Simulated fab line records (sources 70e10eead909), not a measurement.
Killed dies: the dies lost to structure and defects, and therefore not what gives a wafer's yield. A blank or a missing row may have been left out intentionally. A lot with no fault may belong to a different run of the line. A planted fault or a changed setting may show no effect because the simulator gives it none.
Matching of chambers	flow nandHarc	4 sister chambers for NHARC_P_M2_DESCUM_14 on rieDiel-01
The step chemistry O2, time 3 s. 24 wafers are shown with their chamber, then 12 later ones without.

## WAFERS PAIRED WITH THEIR CHAMBERS
wafer	chamber	showerheadPlenumPTorr (Torr)	drypumpMotorCurrentA (A)	rfVppV (V)
L076.1	2	1.97	6.2	58.0
L076.4	0	1.98	5.0	59.3
L076.6	2	1.97	6.1	58.7
L078.3	0	1.98	5.0	58.0
L078.4	3	1.78	5.3	58.1
L078.5	0	1.98	5.1	57.3
L080.1	1	1.92	5.6	57.9
L080.2	0	1.98	5.0	58.4
L080.3	3	1.78	5.2	57.5
L081.2	0	1.98	5.0	57.7
L081.3	1	1.92	5.6	57.7
L081.6	3	1.78	5.2	58.0
L082.2	1	1.92	5.7	57.2
L082.3	2	1.97	6.2	57.9
L082.4	0	1.98	5.0	58.7
L085.1	1	1.92	5.6	58.2
L085.3	2	1.97	6.2	57.2
L085.4	0	1.98	5.0	57.8
L087.2	1	1.92	5.6	59.6
L087.4	0	1.98	5.0	57.6
L087.5	0	1.98	5.0	57.8
L088.1	3	1.78	5.3	56.1
L088.2	0	1.97	5.0	59.0
L088.6	1	1.92	5.6	58.5

SIGNATURES (means of the wafers above)
reading	chamber 0	chamber 1	chamber 2	chamber 3	scatter within a chamber
showerheadPlenumPTorr	1.9790	1.9200	1.9700	1.7800	0.00212
drypumpMotorCurrentA	5.010	5.617	6.175	5.250	0.0417
rfVppV	58.160	58.183	57.950	57.425	0.741
Rule: for a wafer and a chamber, the distance is found by dividing, reading by reading, the gap between the wafer's reading and the chamber's mean by the reading's scatter, squaring, summing and taking the root. The wafer belongs to the nearest chamber; if the next one is less than 2 further off, it can't be placed. How the scatter is found: for the shown wafers, subtract from each reading the mean of its chamber, square and add these, divide the total by (wafers less chambers), then take the root.

## WAFERS WITHOUT THEIR CHAMBER
wafer	showerheadPlenumPTorr (Torr)	drypumpMotorCurrentA (A)	rfVppV (V)
L089.2	1.98	5.0	58.9
L089.5	1.78	5.3	57.1
L089.6	1.98	5.0	58.3
L091.1	1.78	5.3	55.1
L091.5	1.98	5.0	59.1
L091.6	1.92	5.6	57.3
L092.2	1.78	5.3	58.0
L092.3	1.97	5.0	58.4
L092.4	1.97	6.1	57.4
L094.2	1.97	5.0	59.1
L094.3	1.78	5.3	56.7
L094.6	1.78	5.3	57.8

## EACH ONE'S CHAMBER
wafer	from the rows above	in truth
L089.2	0	0
L089.5	3	3
L089.6	0	0
L091.1	3	3
L091.5	0	0
L091.6	1	1
L092.2	3	3
L092.3	0	0
L092.4	2	2
L094.2	0	0
L094.3	3	3
L094.6	3	3
12 of 12 placed correctly. Number that these rows cannot place: 0. Placed wrongly: 0.
